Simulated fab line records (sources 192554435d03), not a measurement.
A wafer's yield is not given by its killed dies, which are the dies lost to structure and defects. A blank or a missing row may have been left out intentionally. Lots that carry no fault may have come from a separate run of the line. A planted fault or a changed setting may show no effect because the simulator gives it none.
Which tool is to blame? ; flow n5 finfet ; 24 lots with 72 wafers sampled at 6 steps, on a route of 1938 steps

WHAT THE GAUGES READ, wafer by wafer
N5_BEOL_M12_CD_MEAS_10: target cd 140 nm.
lot;measured;on;cd nm (nm)
L074;day 10 09:43;cd sem-03;137.8 138.3 140.7
L075;day 10 15:10;cd sem-01;139.9 139.7 137.4
L077;day 11 02:48;cd sem-01;138.7 139.8 139.4
L076;day 11 03:07;cd sem-02;138.8 138.5 138.7
L078;day 11 06:43;cd sem-03;140.3 139.8 139.5
L079;day 11 12:54;cd sem-01;141.2 140.1 142.0
L080;day 11 18:16;cd sem-03;138.9 137.8 139.3
L082;day 12 07:10;cd sem-01;139.1 138.9 140.0
L083;day 12 11:55;cd sem-03;138.8 139.0 139.3
L081;day 12 14:33;cd sem-03;138.3 138.8 137.7
L084;day 12 21:58;cd sem-01;140.8 136.3 139.8
L086;day 12 22:32;cd sem-01;139.8 140.5 140.1
L085;day 13 14:10;cd sem-03;140.7 140.7 143.7
L087;day 13 15:03;cd sem-02;139.4 139.1 140.2
L088;day 13 18:16;cd sem-01;137.7 139.9 135.8
L089;day 13 20:56;cd sem-02;137.4 139.3 137.5
L090;day 14 15:13;cd sem-01;140.4 138.3 139.6
L091;day 14 21:10;cd sem-03;136.6 136.2 137.2
L092;day 15 01:49;cd sem-01;138.9 138.1 138.4
L093;day 15 06:49;cd sem-01;139.6 137.5 137.6
L094;day 15 14:38;cd sem-02;141.8 141.9 138.5
L095;day 15 15:13;cd sem-03;141.3 138.5 142.1
L097;day 16 03:05;cd sem-01;138.3 138.7 137.9
L096;day 16 06:52;cd sem-03;138.4 138.4 137.6

N5_BEOL_M12_OVL_MEAS_29.
lot;measured;on;M12_OVL (nm)
L074;day 10 10:59;overlay-02;-1 -7 1
L075;day 10 16:17;overlay-02;6 1 7
L077;day 11 03:59;overlay-02;16 0 5
L076;day 11 04:06;overlay-02;-1 2 -3
L078;day 11 07:50;overlay-02;5 6 4
L079;day 11 14:01;overlay-02;-4 -11 -11
L080;day 11 19:18;overlay-01;3 -6 -1
L082;day 12 08:31;overlay-02;-8 -5 -10
L083;day 12 12:53;overlay-02;-1 1 -2
L081;day 12 15:37;overlay-02;-3 5 0
L084;day 12 23:13;overlay-01;14 12 8
L086;day 13 00:05;overlay-01;-5 -1 -2
L085;day 13 15:09;overlay-02;-5 -6 -3
L087;day 13 16:01;overlay-01;3 -8 2
L088;day 13 19:12;overlay-02;-4 3 -1
L089;day 13 21:56;overlay-01;1 -2 -2
L090;day 14 16:22;overlay-02;0 4 5
L091;day 14 22:07;overlay-02;-4 8 6
L092;day 15 03:00;overlay-02;0 7 5
L093;day 15 07:54;overlay-01;-1 0 11
L094;day 15 15:42;overlay-01;-4 -1 -8
L095;day 15 16:25;overlay-02;8 6 5
L097;day 16 04:01;overlay-02;4 2 1
L096;day 16 08:05;overlay-01;1 6 0

TOOL THAT RAN EACH LOT (tool first, then ch and the chambers of the sampled wafers, then the start)
lot;N5_BEOL_M11_DESCUM_33;N5_BEOL_M11_STRIP_36;N5_BEOL_M11_PRE_CLEAN_45;N5_BEOL_M12_ILD_DEP_00
L074;rie diel-05 ch 0,1,3, day 10 06:19;rie diel-05 ch 0,1,3, day 10 06:35;pvd sputter-03, day 10 07:27;pecvd-04 ch 0,1,2, day 10 09:17
L075;rie diel-05 ch 0,1,3, day 10 09:29;rie diel-05 ch 0,1,3, day 10 09:45;pvd sputter-03, day 10 10:32;pecvd-04 ch 0,1, day 10 14:34
L077;rie diel-05 ch 0,1,3, day 10 21:41;rie diel-05 ch 0,1,3, day 10 21:57;pvd sputter-02, day 10 23:16;pecvd-01 ch 0,1, day 11 02:13
L076;rie diel-03 ch 0,3, day 10 21:56;rie diel-03 ch 0,3, day 10 22:13;pvd sputter-02, day 10 23:43;pecvd-04 ch 0,1, day 11 02:38
L078;rie diel-05 ch 0,1,2, day 11 03:22;rie diel-05 ch 0,1,2, day 11 03:38;pvd sputter-02, day 11 04:41;pecvd-02 ch 0,1,2, day 11 06:16
L079;rie diel-06 ch 1,2,3, day 11 09:43;rie diel-06 ch 1,2,3, day 11 09:59;pvd sputter-01, day 11 10:55;pecvd-01 ch 0,1,2, day 11 12:28
L080;rie diel-03 ch 0,3, day 11 13:10;rie diel-03 ch 0,3, day 11 13:26;pvd sputter-03, day 11 14:21;pecvd-02 ch 0,1,2, day 11 17:49
L082;rie diel-03 ch 0,1,2, day 12 02:53;rie diel-03 ch 0,1,2, day 12 03:09;pvd sputter-01, day 12 04:11;pecvd-04 ch 1,2, day 12 06:44
L083;rie diel-06 ch 1,2, day 12 06:52;rie diel-06 ch 1,2, day 12 07:08;pvd sputter-03, day 12 08:16;pecvd-01 ch 0,1, day 12 11:29
L081;rie diel-05 ch 0,1,3, day 12 07:33;rie diel-05 ch 0,1,3, day 12 07:49;pvd sputter-02, day 12 10:34;pecvd-01 ch 0,1, day 12 12:23
L084;rie diel-06 ch 1,2,3, day 12 18:11;rie diel-06 ch 1,2,3, day 12 18:28;pvd sputter-03, day 12 19:25;pecvd-01 ch 0,1,2, day 12 21:32
L086;rie diel-03 ch 0,1,3, day 12 19:04;rie diel-03 ch 0,1,3, day 12 19:20;pvd sputter-01, day 12 20:11;pecvd-04 ch 0,1,2, day 12 21:58
L085;rie diel-06 ch 1,2,3, day 13 10:34;rie diel-06 ch 1,2,3, day 13 10:50;pvd sputter-02, day 13 11:49;pecvd-04 ch 0,1,2, day 13 13:37
L087;rie diel-06 ch 2,3, day 13 11:07;rie diel-06 ch 2,3, day 13 11:23;pvd sputter-01, day 13 12:22;pecvd-04 ch 0,1,2, day 13 14:32
L088;rie diel-03 ch 0,3, day 13 14:50;rie diel-03 ch 0,3, day 13 15:06;pvd sputter-03, day 13 15:56;pecvd-04 ch 0,1, day 13 17:42
L089;rie diel-03 ch 2,3, day 13 16:42;rie diel-03 ch 2,3, day 13 16:59;pvd sputter-02, day 13 17:54;pecvd-01 ch 0,1,2, day 13 20:30
L090;rie diel-05 ch 0,1, day 14 09:36;rie diel-05 ch 0,1, day 14 09:52;pvd sputter-01, day 14 10:56;pecvd-02 ch 0,1,2, day 14 14:41
L091;rie diel-06 ch 0,3, day 14 17:37;rie diel-06 ch 0,3, day 14 17:53;pvd sputter-01, day 14 18:59;pecvd-01 ch 1,2, day 14 20:36
L092;rie diel-03 ch 0,2,3, day 14 21:51;rie diel-03 ch 0,2,3, day 14 22:07;pvd sputter-01, day 14 23:13;pecvd-02 ch 0,1,2, day 15 01:23
L093;rie diel-06 ch 1,2,3, day 15 01:32;rie diel-06 ch 1,2,3, day 15 01:49;pvd sputter-03, day 15 03:31;pecvd-01 ch 0,1, day 15 06:20
L094;rie diel-05 ch 0,1,2, day 15 08:59;rie diel-05 ch 0,1,2, day 15 09:16;pvd sputter-03, day 15 12:14;pecvd-04 ch 0,1,2, day 15 14:15
L095;rie diel-06 ch 0,1, day 15 11:37;rie diel-06 ch 0,1, day 15 11:53;pvd sputter-01, day 15 12:42;pecvd-04 ch 0,1,2, day 15 14:46
L097;rie diel-06 ch 2,3, day 15 22:44;rie diel-06 ch 2,3, day 15 23:01;pvd sputter-01, day 16 00:33;pecvd-01 ch 0,2, day 16 02:35
L096;rie diel-03 ch 0,2,3, day 16 01:38;rie diel-03 ch 0,2,3, day 16 01:54;pvd sputter-01, day 16 03:03;pecvd-04 ch 0,1,2, day 16 06:26
- N5_BEOL_M11_DESCUM_33: chemistry O2, time 7.9 s.
- N5_BEOL_M11_STRIP_36: strips in N2/H2.
- N5_BEOL_M11_PRE_CLEAN_45: time 30 s.
- N5_BEOL_M12_ILD_DEP_00: deposits SiOC from DEMS/O2, target thk 658.92 nm, time 130.7 s.

AS READ BY THE TOOLS THEMSELVES (means over the sampled wafers that have a number; for cases with no such wafer, the mark the record gives instead)
N5_BEOL_M11_DESCUM_33.
lot;tool;drypump motor current A (A);oes product au (a.u.);rf vpp V (V);showerhead plenum p Torr (Torr);throttle valve pct (%)
L074;rie diel-05;5.89;0.79;242.6;2.10;20.41
L075;rie diel-05;5.91;0.78;243.5;2.10;20.41
L077;rie diel-05;5.91;0.78;242.7;2.10;20.42
L076;rie diel-03;5.35;0.71;242.8;2.06;20.49
L078;rie diel-05;5.72;0.76;242.4;2.06;20.32
L079;rie diel-06;5.74;0.76;243.9;2.13;20.62
L080;rie diel-03;5.29;0.71;242.8;2.06;20.50
L082;rie diel-03;5.71;0.75;242.6;2.09;20.53
L083;rie diel-06;5.76;0.70;243.8;2.14;20.61
L081;rie diel-05;5.91;0.77;243.1;2.09;20.42
L084;rie diel-06;5.76;0.75;244.1;2.13;20.64
L086;rie diel-03;5.63;0.69;242.4;2.03;20.58
L085;rie diel-06;5.73;0.74;243.4;2.13;20.64
L087;rie diel-06;5.61;0.74;243.5;2.09;20.58
L088;rie diel-03;5.31;0.70;242.5;2.05;20.51
L089;rie diel-03;5.45;0.81;244.0;2.18;20.43
L090;rie diel-05;5.74;0.71;242.3;2.04;20.30
L091;rie diel-06;5.81;0.75;242.9;2.09;20.75
L092;rie diel-03;5.39;0.74;243.1;2.11;20.49
L093;rie diel-06;5.75;0.84;243.7;2.12;20.50
L094;rie diel-05;5.71;0.74;242.4;2.05;20.37
L095;rie diel-06;5.84;0.69;244.1;2.10;20.75
L097;rie diel-06;5.73;0.88;242.2;2.10;20.53
L096;rie diel-03;5.40;0.83;243.3;2.11;20.34

N5_BEOL_M11_STRIP_36.
lot;tool;drypump motor current A (A);oes product au (a.u.);rf vpp V (V);showerhead plenum p Torr (Torr);throttle valve pct (%)
L074;rie diel-05;5.92;0.79;59.7;2.55;23.58
L075;rie diel-05;5.90;0.78;57.5;2.54;23.59
L077;rie diel-05;5.90;0.78;59.5;2.54;23.61
L076;rie diel-03;5.33;0.71;59.8;2.52;24.10
L078;rie diel-05;5.73;0.77;60.7;2.50;23.47
L079;rie diel-06;5.74;0.76;60.4;2.58;23.89
L080;rie diel-03;5.30;0.72;58.9;2.52;24.09
L082;rie diel-03;5.70;0.74;57.7;2.54;23.84
L083;rie diel-06;5.80;0.70;57.4;2.59;23.80
L081;rie diel-05;5.90;0.77;59.7;2.54;23.61
L084;rie diel-06;5.74;0.76;61.6;2.57;23.87
L086;rie diel-03;5.61;0.69;57.4;2.48;24.06
L085;rie diel-06;5.74;0.74;59.6;2.57;23.86
L087;rie diel-06;5.60;0.74;59.6;2.53;23.89
L088;rie diel-03;5.29;0.70;60.1;2.51;24.09
L089;rie diel-03;5.45;0.80;59.6;2.64;23.66
L090;rie diel-05;5.79;0.70;57.9;2.47;23.43
L091;rie diel-06;5.81;0.75;58.9;2.52;23.98
L092;rie diel-03;5.38;0.74;59.9;2.57;23.87
L093;rie diel-06;5.73;0.85;59.4;2.57;23.72
L094;rie diel-05;5.73;0.74;56.2;2.49;23.50
L095;rie diel-06;5.85;0.69;60.2;2.54;23.93
L097;rie diel-06;5.71;0.87;61.9;2.55;23.78
L096;rie diel-03;5.40;0.83;58.5;2.56;23.75

N5_BEOL_M11_PRE_CLEAN_45.
lot;tool;heater power w (W);susceptor temp C (C)
L074;pvd sputter-03;304;250.01
L075;pvd sputter-03;315;250.20
L077;pvd sputter-02;312;249.98
L076;pvd sputter-02;324;250.12
L078;pvd sputter-02;318;250.04
L079;pvd sputter-01;346;250.02
L080;pvd sputter-03;296;249.96
L082;pvd sputter-01;334;250.07
L083;pvd sputter-03;293;250.01
L081;pvd sputter-02;349;250.18
L084;pvd sputter-03;328;250.10
L086;pvd sputter-01;348;250.11
L085;pvd sputter-02;305;250.04
L087;pvd sputter-01;331;250.07
L088;pvd sputter-03;315;250.07
L089;pvd sputter-02;331;250.08
L090;pvd sputter-01;333;250.02
L091;pvd sputter-01;333;249.90
L092;pvd sputter-01;307;249.99
L093;pvd sputter-03;312;250.07
L094;pvd sputter-03;315;249.98
L095;pvd sputter-01;343;250.03
L097;pvd sputter-01;339;249.97
L096;pvd sputter-01;326;249.96

N5_BEOL_M12_ILD_DEP_00.
lot;tool;heater power w (W);showerhead plenum p Torr (Torr);susceptor temp C (C);throttle valve pct (%)
L074;pecvd-04;481;5.688;349.98;12.1
L075;pecvd-04;477;5.678;349.85;12.3
L077;pecvd-01;464;5.693;350.23;11.6
L076;pecvd-04;473;5.686;349.99;12.3
L078;pecvd-02;532;5.678;350.13;11.4
L079;pecvd-01;483;5.690;350.18;11.6
L080;pecvd-02;493;5.680;350.06;11.5
L082;pecvd-04;445;5.694;349.85;11.2
L083;pecvd-01;491;5.692;350.22;11.8
L081;pecvd-01;445;5.687;349.98;11.7
L084;pecvd-01;479;5.689;349.80;11.6
L086;pecvd-04;454;5.683;350.39;12.0
L085;pecvd-04;459;5.680;350.03;12.1
L087;pecvd-04;476;5.682;349.98;12.1
L088;pecvd-04;471;5.681;350.02;12.2
L089;pecvd-01;494;5.698;350.17;11.6
L090;pecvd-02;458;5.681;350.01;11.5
L091;pecvd-01;509;5.700;349.84;11.5
L092;pecvd-02;499;5.684;349.83;11.6
L093;pecvd-01;484;5.692;350.07;11.9
L094;pecvd-04;472;5.686;349.93;11.9
L095;pecvd-04;466;5.686;350.03;12.0
L097;pecvd-01;456;5.692;350.02;11.8
L096;pecvd-04;479;5.690;350.02;12.1

THE ANSWER, worked out from the rows above alone
Rule: usual is defined by the lots themselves. The widest of any qualifying gaps counts: lots, ordered by their means at a reading, are off when they make up no more than a third of the lots, leave a main group of 4 or more, and stand apart from it by 3 or more times the standard deviation of that group's means. If all means in a main group match to the digits the tables above print for the reading, that group is not used. Also off: a lot with no number at a reading for which 4 or more lots have one. All remaining lots with rows at the step are treated as sound. After the gauges, taken in route order, come the tools' own readings; for these a lot's mean is taken, as printed above. At the first step where some lot is off, the reading lying furthest off is the one used; lots without a number count as furthest.
Nothing can be told from this: no lot is off at any reading shown.

WHAT THE SIMULATOR PUT IN
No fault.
